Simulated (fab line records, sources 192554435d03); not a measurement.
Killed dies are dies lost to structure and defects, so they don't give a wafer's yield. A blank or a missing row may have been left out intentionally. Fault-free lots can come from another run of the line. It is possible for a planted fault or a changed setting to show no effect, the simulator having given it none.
Which of the tools did it? | flow n5-finfet | 12 lots, 36 wafers sampled, at 2 steps of a route of 1938

== WHAT EACH GAUGE READ, for each wafer ==
N5_BEOL_M6_THK_MEAS_01.
lot  | measured     | on            | M6_ILD_THK (nm)
L075 | day 10 23:11 | film-metro-02 | 153.9 153.2 156.0
L078 | day 11 14:07 | film-metro-01 | 153.2 153.9 155.5
L079 | day 11 23:17 | film-metro-02 | 154.5 154.8 157.8
L082 | day 12 08:21 | film-metro-01 | 154.1 156.8 157.5
L083 | day 12 13:04 | film-metro-02 | 153.8 155.5 155.2
L085 | day 13 12:39 | film-metro-01 | 154.0 153.5 155.1
L087 | day 13 16:17 | film-metro-02 | 155.8 152.2 156.9
L089 | day 14 13:24 | film-metro-02 | 154.1 158.5 154.7
L093 | day 15 03:03 | film-metro-02 | 152.2 153.3 155.4
L091 | day 15 10:58 | film-metro-01 | 152.4 157.1 155.2
L095 | day 16 16:15 | film-metro-01 | 153.8 153.8 155.6
L097 | day 16 21:02 | film-metro-02 | 156.7 156.7 156.6

== EACH LOT AND THE TOOL THAT RAN IT (in order: tool; ch and the chambers of the sampled wafers; start) ==
lot  | N5_BEOL_M5_PRE_CLEAN_77
L075 | cvd-co-01 ch 0,1,2, day 10 22:19
L078 | cvd-co-01 ch 0,2, day 11 13:15
L079 | cvd-co-01 ch 0,1,2, day 11 22:25
L082 | cvd-co-02 ch 0,2, day 12 07:29
L083 | cvd-co-02 ch 0,1,2, day 12 12:13
L085 | cvd-co-01 ch 0,1,2, day 13 11:19
L087 | cvd-co-02 ch 1,2, day 13 15:20
L089 | cvd-co-02 ch 1,2, day 14 11:28
L093 | cvd-co-01 ch 0,1, day 15 01:43
L091 | cvd-co-01 ch 0,1,2, day 15 09:55
L095 | cvd-co-01 ch 0,1, day 16 15:23
L097 | cvd-co-02 ch 0,1,2, day 16 19:58
- N5_BEOL_M5_PRE_CLEAN_77: time 15 s.

== THE ANSWER, worked out from the rows above alone ==
Rule: usual is defined by the lots themselves. Put in order of their means at a reading, lots are off if they are a third of the lots or fewer, leave a main group of 4 or more, and stand apart from it by a gap of 3 or more times the standard deviation of the main group's means; of several such gaps the widest counts. The tables above print the reading to a certain number of digits; a main group whose means all agree to those digits is not used. Also off: a lot with no number at a reading for which 4 or more lots have one. Any other lot the step has rows for is counted as sound.
None of the lots is off at any reading shown; this tells nothing.

== WHAT THE SIMULATOR PUT IN ==
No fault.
